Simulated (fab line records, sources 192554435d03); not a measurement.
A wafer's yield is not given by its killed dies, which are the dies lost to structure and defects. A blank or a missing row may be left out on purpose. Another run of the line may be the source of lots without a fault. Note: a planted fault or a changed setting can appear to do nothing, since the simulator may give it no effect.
Comparing a struck lot with a sound one ; flow n5Finfet ; 17 steps out of a route of 1938
Sound: these wafers, L770.1, L770.5, L770.6. Struck: wafer L779.4. (L779.1, L779.3 of the same lot were not struck and are left out.) The cause comes at the end.
At each step with rows: each side's tool, then ch and its chambers, then its first start. Under that, the readings that differ: sound wafers ; struck wafers ; difference of the means ; sigmas: that difference in standard deviations of wafers without a fault.
alike: readings with means less than 2 such deviations apart, plus words and numbers identical on both sides. not compared: withheld readings, readings lacking a value on some wafer, bounds such as >300 that could conceal the same value, and numbers that have no deviation in the record and whose values overlap.
The two part at a step that has a row with sigmas, a row that says differs or no value, or rows on one side only. Non-overlapping numbers with no deviation appear without sigmas and do not part them. A reading that every wafer of one side lacks parts them only if that side has two wafers or more.

first, 9 steps without rows for these wafers: N5_BEOL_M7_COAT_63 (time 60 s, resist thk 60 nm); N5_BEOL_M7_COAT_64 (time 60 s, resist thk 12 nm); N5_BEOL_M7_COAT_71 (time 60 s, resist thk 5 nm); N5_BEOL_M7_COAT_22 (resist thk 30 nm); N5_BEOL_M7_EBR_24; N5_BEOL_M7_SOFTBAKE_23 (time 60 s); N5_BEOL_M7_EXPOSE_25 (exposes mask V6, target cd 40 nm); N5_BEOL_M7_PEB_26 (peb time 60 s); N5_BEOL_M7_DEVELOP_27 (develop time 30 s).
N5_BEOL_M7_CD_MEAS_28 targets a cd of 40 nm.
  sound on cdSem-03 ch 0, day 9 11:18; struck on cdSem-01 ch 0, day 11 19:59
reading;sound;struck;difference;sigmas
cdNm (nm);39.77 40.21 40.29;39.44;-0.65;-2
N5_BEOL_M7_OVL_MEAS_29:
  sound on overlay-01 ch 0, day 9 11:20; struck on overlay-01 ch 0, day 11 20:01
  alike: V6_OVL
N5_BEOL_M7_INSPECT_30: inspects for defects (brightfield).
  struck on defectInspect-02, day 11 20:04; sound on defectInspect-02, day 9 11:23
reading;sound;struck;difference;sigmas
rawDefectCount;252 478 364;572;+207;+2
N5_BEOL_M7_DESCUM_33: chemistry O2, time 7 s.
  sound on rieDiel-04 ch 1,2, day 9 11:53; struck on rieDiel-01 ch 0, day 11 20:06
reading;sound;struck;difference;sigmas
drypumpMotorCurrentA (A);6.5 5.7 6.5;4.8;-1.4;-2
model.CAR-EUV_of_BEOL_M7_COAT_22.thkNm (nm);26.2 26.2 26;25;-1;
  alike: o2FlowSccm, oesProductAu, rfVppV, showerheadPlenumPTorr, tempC, throttleValvePct
  not compared: rfHoursCounterH, model.BEOL_M7.cdNm
N5_BEOL_M7_ETCH_72: etches underlayer in N2/H2, target depth 6.5 nm, time 5.2 s.
  sound on rieDiel-04 ch 1,2, day 9 11:55; struck on rieDiel-01 ch 0, day 11 20:08
reading;sound;struck;difference;sigmas
drypumpMotorCurrentA (A);6.5 5.7 6.5;4.7;-1.5;-3
  alike: etchRfOnTimeS, oesProductAu, rfVppV, showerheadPlenumPTorr, throttleValvePct
  not compared: rfHoursCounterH
N5_BEOL_M7_ETCH_65: etches SiARC in CF4, target depth 15.6 nm, time 26 s.
  sound on rieDiel-04 ch 1,2, day 9 11:56; struck on rieDiel-01 ch 0, day 11 20:09
reading;sound;struck;difference;sigmas
drypumpMotorCurrentA (A);6.5 5.7 6.5;4.8;-1.4;-2
model.CAR-EUV_of_BEOL_M7_COAT_22.thkNm (nm);11.2 11.2 11;10.2;-0.9;
  alike: etchRfOnTimeS, oesProductAu, rfVppV, showerheadPlenumPTorr, throttleValvePct
  not compared: rfHoursCounterH
N5_BEOL_M7_ETCH_66: etches SOC in N2/H2, target depth 80 nm, overetch 16 nm, time 120 s.
  sound on rieDiel-04 ch 1,2, day 9 11:58; struck on rieDiel-01 ch 0, day 11 20:11
reading;sound;struck;difference;sigmas
drypumpMotorCurrentA (A);6.5 5.7 6.5;4.7;-1.5;-3
  alike: oesProductAu, rfVppV, showerheadPlenumPTorr, tempC, throttleValvePct
  not compared: rfHoursCounterH
-- a jump in the record: the struck wafers' starts before and after are 4 days apart (it breaks off in module BEOL_M7 and resumes in module PASSIVATION, where the first step shown is number 1936 of the route) --
N5_PASSIVATION_PROBE_49:
  struck on prober-01, day 15 12:04; sound on prober-01, day 12 07:42
reading;sound;struck;difference;sigmas
killedOnRim;21 18 22;11;-9;-2
  alike: defectLimitedYield, killed_at_M0_to_M3, killed_at_M4_up, killedAtContacts, killedAtFrontEnd, killedAtOther, killedDies, killedOpen, killedShort, sort_bin_5_function, sort_bin_6_memory, sortNPass, sortYieldPct

WHERE THEY PART
Earliest at N5_BEOL_M7_CD_MEAS_28; latest, in this record, at N5_PASSIVATION_PROBE_49.

WHY: the cause the simulator had injected
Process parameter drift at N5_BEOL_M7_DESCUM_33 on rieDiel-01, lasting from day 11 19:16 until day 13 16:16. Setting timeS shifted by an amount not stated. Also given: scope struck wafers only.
